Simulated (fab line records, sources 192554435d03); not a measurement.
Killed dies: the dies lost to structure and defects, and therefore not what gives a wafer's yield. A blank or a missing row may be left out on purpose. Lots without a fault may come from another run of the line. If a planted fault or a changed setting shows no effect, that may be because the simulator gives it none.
Chamber matching ; flow n5_finfet ; ald_sin-04 running N5_SPACER0_ALD_00: 4 sister chambers
The step deposits SiOCN, target thk 3.5 nm, pulse time 3 s, purge time 2 s. 30 wafers are shown with their chamber, then 12 later ones without.

WAFERS WITH THEIR CHAMBER
wafer;chamber;heater_power_w (W);precursor_pulse_height_rel
L075.1;0;743;1.015
L075.2;3;805;1.030
L075.3;2;973;1.004
L075.4;1;751;1.014
L075.5;2;988;1.021
L075.6;1;773;1.001
L076.3;1;778;1.010
L076.4;2;981;1.007
L076.6;2;986;0.957
L077.2;1;766;1.004
L077.4;0;763;0.988
L077.6;3;800;0.989
L078.4;3;774;0.970
L078.5;2;979;1.027
L078.6;3;765;1.000
L081.1;0;763;1.011
L081.4;1;786;1.014
L081.5;0;741;0.970
L082.2;1;765;0.994
L082.4;2;971;0.993
L082.5;1;777;1.006
L083.1;3;806;1.021
L083.2;2;967;0.951
L083.3;1;767;0.989
L083.4;3;790;1.039
L083.5;2;988;1.027
L083.6;1;770;0.991
L084.1;1;780;1.000
L084.2;3;796;1.007
L084.4;2;951;0.995

SIGNATURES (means of the wafers above)
reading;chamber 0;chamber 1;chamber 2;chamber 3;scatter within a chamber
heater_power_w;752.50;771.30;976.00;790.86;12.4
precursor_pulse_height_rel;0.99600;1.00230;0.99800;1.00800;0.0213
Rule: for a wafer and a chamber, the distance is found by dividing, reading by reading, the gap between the wafer's reading and the chamber's mean by the reading's scatter, squaring, summing and taking the root. The wafer belongs to the nearest chamber; if the next one is less than 2 further off, it can't be placed. The scatter: take each reading less its chamber's mean, square it, sum over the shown wafers, divide by the number of wafers less the number of chambers, and take the root.

WAFERS MISSING THEIR CHAMBER
wafer;heater_power_w (W);precursor_pulse_height_rel
L087.1;775;1.034
L087.5;768;0.999
L087.6;780;0.965
L089.2;969;1.002
L089.5;762;1.000
L089.6;974;1.003
L091.2;794;0.966
L091.5;784;0.967
L091.6;973;0.981
L092.2;956;1.032
L092.4;784;0.995
L092.5;782;1.004

CHAMBER TAKEN BY EACH
wafer;from the rows above;in truth
L087.1;can't be placed: 1 or 3 or 0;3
L087.5;can't be placed: 1 or 0 or 3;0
L087.6;can't be placed: 1 or 3 or 0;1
L089.2;2;2
L089.5;can't be placed: 1 or 0 or 3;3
L089.6;2;2
L091.2;can't be placed: 3 or 1 or 0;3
L091.5;can't be placed: 1 or 3 or 0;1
L091.6;2;2
L092.2;2;2
L092.4;can't be placed: 3 or 1 or 0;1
L092.5;can't be placed: 3 or 1 or 0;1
Correct placement for 4 of the 12. These rows do not allow placing 8 (true chamber among the candidates in 8). Wrongly placed: 0.
